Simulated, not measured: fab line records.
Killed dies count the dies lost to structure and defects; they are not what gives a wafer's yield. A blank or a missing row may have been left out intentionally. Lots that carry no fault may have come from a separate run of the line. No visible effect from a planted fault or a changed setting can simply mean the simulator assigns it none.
Which of the tools did it?    flow n5-finfet    Sampling: 11 lots, 33 wafers, 3 of 1938 route steps

## WHAT EACH GAUGE READ, for each wafer
N5_PASSIVATION_OVL_MEAS_66.
lot   measured      on          PASS_OPEN_OVL (nm)
L405  day 11 19:34  overlay-01  5 1 1
L406  day 12 09:37  overlay-01  4 1 0
L408  day 12 20:19  overlay-02  7 6 5
L409  day 13 04:12  overlay-02  -3 5 9
L410  day 13 01:31  overlay-02  -3 2 -8
L412  day 13 12:28  overlay-01  8 6 10
L413  day 14 00:29  overlay-02  1 -1 -1
L414  day 14 04:43  overlay-01  -4 3 1
L415  day 14 13:48  overlay-02  8 -5 -1
L425  day 17 13:22  overlay-01  5 6 3
L426  day 17 19:19  overlay-02  6 5 2

## TOOL THAT RAN EACH LOT (tool first, then ch and the chambers of the sampled wafers, then the start)
lot   N5_BEOL_M5_STRIP_64                 N5_PASSIVATION_DESCUM_32
L405  rie-diel-06 ch 0,1,2, day 7 20:13   rie-diel-04 ch 1,2, day 11 17:53
L406  rie-diel-06 ch 1,2,3, day 8 12:04   rie-diel-04 ch 1,2, day 12 07:47
L408  rie-diel-03 ch 1,2,3, day 8 14:43   rie-diel-04 ch 0,2,3, day 12 18:38
L409  rie-diel-03 ch 0,1,3, day 9 00:37   rie-diel-04 ch 1,3, day 13 02:11
L410  rie-diel-01 ch 0,1, day 9 06:53     rie-diel-05 ch 1,2,3, day 12 23:43
L412  rie-diel-01 ch 0,2,3, day 9 12:10   rie-diel-04 ch 0,1, day 13 10:25
L413  rie-diel-01 ch 0,1,2, day 10 01:30  rie-diel-04 ch 0,3, day 13 22:17
L414  rie-diel-01 ch 0,1,2, day 10 08:30  rie-diel-02 ch 0,2,3, day 14 03:01
L415  rie-diel-01 ch 0,2, day 10 08:43    rie-diel-02 ch 1,3, day 14 12:04
L425  rie-diel-06 ch 1,2,3, day 13 12:58  rie-diel-02 ch 0,1,2, day 17 11:34
L426  rie-diel-03 ch 1,2, day 13 15:44    rie-diel-04 ch 1,2, day 17 17:31
- N5_BEOL_M5_STRIP_64: strips in CF4.
- N5_PASSIVATION_DESCUM_32: chemistry O2, time 7.9 s.

## THE ANSWER, worked out from the rows above alone
Rule: usual is defined by the lots themselves. Put in order of their means at a reading, lots are off if they are a third of the lots or fewer, leave a main group of 4 or more, and stand apart from it by a gap of 3 or more times the standard deviation of the main group's means; of several such gaps the widest counts. A main group is skipped when, at the precision printed for the reading in the tables above, its means are all equal. Also off: a lot with no number at a reading for which 4 or more lots have one. All remaining lots with rows at the step are treated as sound.
Nothing can be told from this: no lot is off at any reading shown.

## WHAT THE SIMULATOR PUT IN
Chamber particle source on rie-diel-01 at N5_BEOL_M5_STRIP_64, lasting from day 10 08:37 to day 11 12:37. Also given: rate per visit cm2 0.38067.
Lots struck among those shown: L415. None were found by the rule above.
